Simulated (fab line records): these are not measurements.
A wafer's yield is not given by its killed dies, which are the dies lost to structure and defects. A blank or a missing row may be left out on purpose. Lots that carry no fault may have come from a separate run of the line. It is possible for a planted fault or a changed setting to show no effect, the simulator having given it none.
A lot that was struck, set against a sound lot || flow n5-finfet || 36 steps out of a route of 1938
Sound: these wafers, L679.2, L679.3, L679.5. Struck: wafers L700.1, L700.5. (L700.6 of the same lot was not struck and is left out.) The cause comes at the end.
Order at every step that has rows: each side's tool, ch and its chambers, its first start. Under that, the readings that differ: sound wafers || struck wafers || difference of the means || sigmas: that difference in standard deviations of wafers without a fault.
alike: a reading whose means differ by less than 2 such deviations, as well as words and numbers matching on both sides. not compared: withheld readings; readings where some wafer has no value; bounds like >300 that might hide an equal value; numbers whose values overlap and for which the record gives no deviation.
Wherever a step has rows on one side only, a row that says differs or no value, or a row with sigmas, the two part there. When numbers do not overlap yet have no deviation, they are printed without sigmas and do not part them. A reading missing from all wafers of one side parts the sides only when that side holds two or more wafers.

first, 9 steps without rows for these wafers: N5_BEOL_M8_COAT_71 (time 60 s, resist thk 5 nm); N5_BEOL_M8_COAT_22 (resist thk 30 nm); N5_BEOL_M8_EBR_24; N5_BEOL_M8_SOFTBAKE_23 (time 60 s); N5_BEOL_M8_EXPOSE_25 (exposes mask V7, target cd 40 nm); N5_BEOL_M8_PEB_26 (peb time 60 s); N5_BEOL_M8_DEVELOP_27 (develop time 30 s); N5_BEOL_M8_DESCUM_33 (chemistry O2, time 7 s); N5_BEOL_M8_ETCH_72 (etches underlayer in N2/H2, target depth 6.5 nm, time 5.2 s).
N5_BEOL_M8_ETCH_65: etches SiARC in CF4, target depth 15.6 nm, time 26 s.
  sound on rie-diel-03 ch 0,1,2, day 10 07:00; struck on rie-diel-03 ch 0, day 15 07:32
  alike: drypump-motor-current-A, etch-rf-on-time-s, oes-product-au, rf-vpp-V, showerhead-plenum-p-Torr, throttle-valve-pct
  not compared: rf-hours-counter-h
then, 25 steps without rows for these wafers: N5_BEOL_M8_ETCH_66 (etches SOC in N2/H2, target depth 80 nm, overetch 16 nm, time 120 s); N5_BEOL_M8_STRIP_69 (strips in N2/H2); N5_BEOL_M8_STRIP_73 (strips in N2/H2); N5_BEOL_M8_VIA_ETCH_34 (etches SiCOH lowk in C4F6/O2, target depth 125.5 nm, time 50.5 s); N5_BEOL_M8_STRIP_76 (strips in C4F6/O2); N5_BEOL_M8_STRIP_36 (strips in N2/H2); N5_BEOL_M8_TRENCH_ETCH_37 (etches SiCOH lowk in C4F6/O2, target depth 93.478 nm, time 31.2 s); N5_BEOL_M8_ETCH_41 (etches SiCN in CH3F/O2, target depth 31.9 nm, time 57.8 s); N5_BEOL_M8_STRIP_80 (strips in N2/H2, time 10 s); N5_BEOL_M8_HM_STRIP_39 (strips TiN in peroxide tin strip, target depth 25 nm, time 158 s); N5_BEOL_M8_SRD_40 (time 30 s); N5_BEOL_M8_PRECLEAN_42 (cleans in residue remover, time 60 s); N5_BEOL_M8_SRD_43 (time 30 s); N5_BEOL_M8_CURE_75 (cures SiCOH lowk, time 120 s); N5_BEOL_M8_DEGAS_44 (time 60 s); N5_BEOL_M8_PRE_CLEAN_45 (time 30 s); N5_BEOL_M8_ALD_77 (deposits TaN, target thk 2 nm, pulse time 2 s, purge time 3 s); N5_BEOL_M8_SURFACE_TREAT_79; N5_BEOL_M8_CVD_78 (deposits Co from CCTBA/H2, target thk 2 nm, time 142.3 s); N5_BEOL_M8_SPUTTER_48 (material Cu, target thk 10 nm, time 1.667 s); N5_BEOL_M8_ECD_50 (material Cu, target thk 300 nm); N5_BEOL_M8_ANNEAL_51 (time 90 s); N5_BEOL_M8_CMP_52 (polishes, stops on SiCOH lowk, t overpolish 6.9 s, target thk 80 nm); N5_BEOL_M8_PRE_CLEAN_55 (time 15 s); N5_BEOL_M8_DEP_56 (deposits SiCN from 3MS/NH3, target thk 10 nm, time 17.5 s).
-- the record jumps here: 3 days lie between the struck wafers' starts before and after (it left off in module BEOL_M8 and takes up again in module PASSIVATION, whose first step shown is number 1936 of the route) --
N5_PASSIVATION_PROBE_49:
  sound: prober-02 at day 13 04:15; struck: prober-01 at day 18 08:20
{"reading": "defect-limited-yield (%)", "sound": "89.6 91.4 91.7", "struck": "86.9 86.1", "difference": -4.4, "sigmas": -3}
{"reading": "killed_at_M0_to_M3", "sound": "26 20 24", "struck": "48 51", "difference": "+26", "sigmas": "+2"}
{"reading": "killed_at_M4_up", "sound": "16 7 13", "struck": "63 68", "difference": "+54", "sigmas": "+10"}
{"reading": "killed-dies", "sound": "123 101 98", "struck": "155 164", "difference": "+52", "sigmas": "+3"}
{"reading": "killed-on-rim", "sound": "18 18 12", "struck": "32 32", "difference": "+16", "sigmas": "+4"}
{"reading": "sort_bin_5_function (%)", "sound": "6.7 4.9 4.9", "struck": "7.5 8.2", "difference": "+2.3", "sigmas": "+2"}
{"reading": "sort-n-pass", "sound": "1057 1079 1082", "struck": "1025 1016", "difference": -52, "sigmas": -3}
{"reading": "sort-yield-pct (%)", "sound": "89.6 91.4 91.7", "struck": "86.9 86.1", "difference": -4.4, "sigmas": -3}
  alike: killed-at-contacts, killed-at-front-end, killed-at-other, killed-open, killed-short, sort_bin_6_memory, sort_bin_8_speed

WHERE THEY PART
Within this record, at N5_PASSIVATION_PROBE_49 only.

WHY: what had been put in by the simulator
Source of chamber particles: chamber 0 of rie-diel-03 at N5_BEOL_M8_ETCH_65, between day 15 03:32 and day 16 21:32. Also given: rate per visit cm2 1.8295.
